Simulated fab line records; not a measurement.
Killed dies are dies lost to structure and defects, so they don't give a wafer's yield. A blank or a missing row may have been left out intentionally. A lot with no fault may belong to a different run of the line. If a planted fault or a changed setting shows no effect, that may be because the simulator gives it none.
Comparing a struck lot with a sound one || flow nand harc || 15 steps out of a route of 1302
Sound: wafers L882.3, L882.5, L882.6. Struck: wafers L889.1, L889.3, L889.4. At the end, the cause is stated.
Each step with rows lists, per side, the tool, then ch with its chambers, then its first start. Under that, the readings that differ: sound wafers || struck wafers || difference of the means || sigmas: that difference in standard deviations of wafers without a fault.
alike: readings whose means differ by less than 2 such deviations, and words and numbers that are the same on both sides. not compared: withheld readings, readings that some wafer has no value for, bounds like >300 that may hide the same value, and numbers for which the record gives no deviation and whose values overlap.
Wherever a step has rows on one side only, a row that says differs or no value, or a row with sigmas, the two part there. Numbers that don't overlap but have no deviation are shown without sigmas and don't part them. Lack of a reading on every wafer of one side parts them only where that side has two or more wafers.

NHARC_A_CONTACT_OVL_MEAS_70:
  sound on overlay-02, day 24 12:01; struck on overlay-02, day 27 10:55
{"reading": "overlay x nm (nm)", "sound": "2.5 2.3 2.1", "struck": "-0.5 -1.5 -1.7", "difference": -3.5, "sigmas": -4}
{"reading": "overlay y nm (nm)", "sound": "-0.3 -0.4 -1.1", "struck": "1.1 0.8 0.2", "difference": "+1.3", "sigmas": "+2"}
NHARC_A_CONTACT_INSPECT_71:
  sound on defect inspect-01, day 24 12:03; struck on defect inspect-02, day 27 10:57
{"reading": "raw defect count", "sound": "147 198 173", "struck": "59 71 61", "difference": -109, "sigmas": -3}
then, 2 steps without rows for these wafers: NHARC_A_CONTACT_DESCUM_74 (chemistry O2, time 3 s); NHARC_A_CONTACT_ETCH_75 (etches the open film in CF4, target depth 39 nm, time 65 s).
NHARC_A_CONTACT_ETCH_76: etches the open film in N2/H2, target depth 260 nm, time 475.3 s.
  sound: rie diel-08 ch 1,2; struck: rie diel-08 ch 0,1,3
  alike: bias w, chamber pressure mTorr, drypump motor current A, oes product au, rf fwd power W, rf vpp V, showerhead plenum p Torr, throttle valve pct
  not compared: rf hours counter h
then, 1 step without rows for these wafers: NHARC_A_CONTACT_ETCH_77 (etches the open film in CF4/CHF3, target depth 108.9 nm, time 54.5 s).
NHARC_A_CONTACT_ETCH_78: etches the open film in O2/COS, target depth 5300 nm, time 1378 s.
  sound: rie diel-08 ch 0,1; struck: rie diel-08 ch 0,1,3
{"reading": "rf fwd power W (W)", "sound": "501.4 503.0 500.3", "struck": "499.0 498.5 497.6", "difference": -3.2, "sigmas": -2}
  alike: bias w, chamber pressure mTorr, drypump motor current A, oes product au, rf vpp V, showerhead plenum p Torr, throttle valve pct
  not compared: rf hours counter h
then, 1 step without rows for these wafers: NHARC_A_CONTACT_ETCH_124 (etches the open film in C4F8/O2/Ar, time 140 s, target depth 700 nm).
NHARC_A_CONTACT_ETCH_125: etches the open film in C4F8/O2/Ar, time 197 s, target depth 1918 nm.
  sound on har cap etch-03 ch 0,1, day 24 13:55; struck on har cap etch-02 ch 0,1, day 27 12:47
  alike: chamber pressure mTorr, oes air line au
  not compared: rf hours counter h
NHARC_A_CONTACT_ETCH_126: etches the open film in C4F8/O2/Ar, time 197 s, target depth 1918 nm.
  sound on har cap etch-03 ch 0,1, day 24 14:07; struck on har cap etch-02 ch 0,1, day 27 12:58
  alike: chamber pressure mTorr, oes air line au
  not compared: rf hours counter h
then, 1 step without rows for these wafers: NHARC_A_CONTACT_ETCH_127 (etches the open film in C4F8/O2/Ar, time 197 s, target depth 1918 nm).
NHARC_A_CONTACT_ETCH_128: etches the open film in C4F8/O2/Ar, time 197 s, target depth 1918 nm.
  sound on har cap etch-03 ch 0,1, day 24 14:35; struck on har cap etch-02 ch 0,1, day 27 13:19
  alike: chamber pressure mTorr, oes air line au
  not compared: rf hours counter h
NHARC_A_CONTACT_ETCH_129: etches the open film in C4F8/O2/Ar, time 197 s, target depth 1918 nm.
  sound on har cap etch-03 ch 0,1, day 24 14:49; struck on har cap etch-02 ch 0,1, day 27 13:30
  no value came back on the struck wafers for chamber pressure mTorr (mTorr), oes air line au (a.u.), time s (s); on the sound wafers chamber pressure mTorr (mTorr) reads 20.013 20.024 20.010
  not compared: rf hours counter h
then, 1 step without rows for these wafers: NHARC_A_CONTACT_ETCH_130 (etches the open film in C4F8/O2/Ar, time 197 s, target depth 1918 nm).
-- break in the record here, with 2 days between the starts of the struck wafers on either side (left off in module A_CONTACT, picked up again in module END, where the first step shown is number 1302 on the route) --
NHARC_END_SORT_01:
  only the struck wafers appear in the record here, on prober-02 ch 0 at day 29 21:26; the sound ones have no rows

WHERE THEY PART
At NHARC_A_CONTACT_OVL_MEAS_70 first; at NHARC_END_SORT_01 last (within this record only).

WHY: whatever the simulator had introduced
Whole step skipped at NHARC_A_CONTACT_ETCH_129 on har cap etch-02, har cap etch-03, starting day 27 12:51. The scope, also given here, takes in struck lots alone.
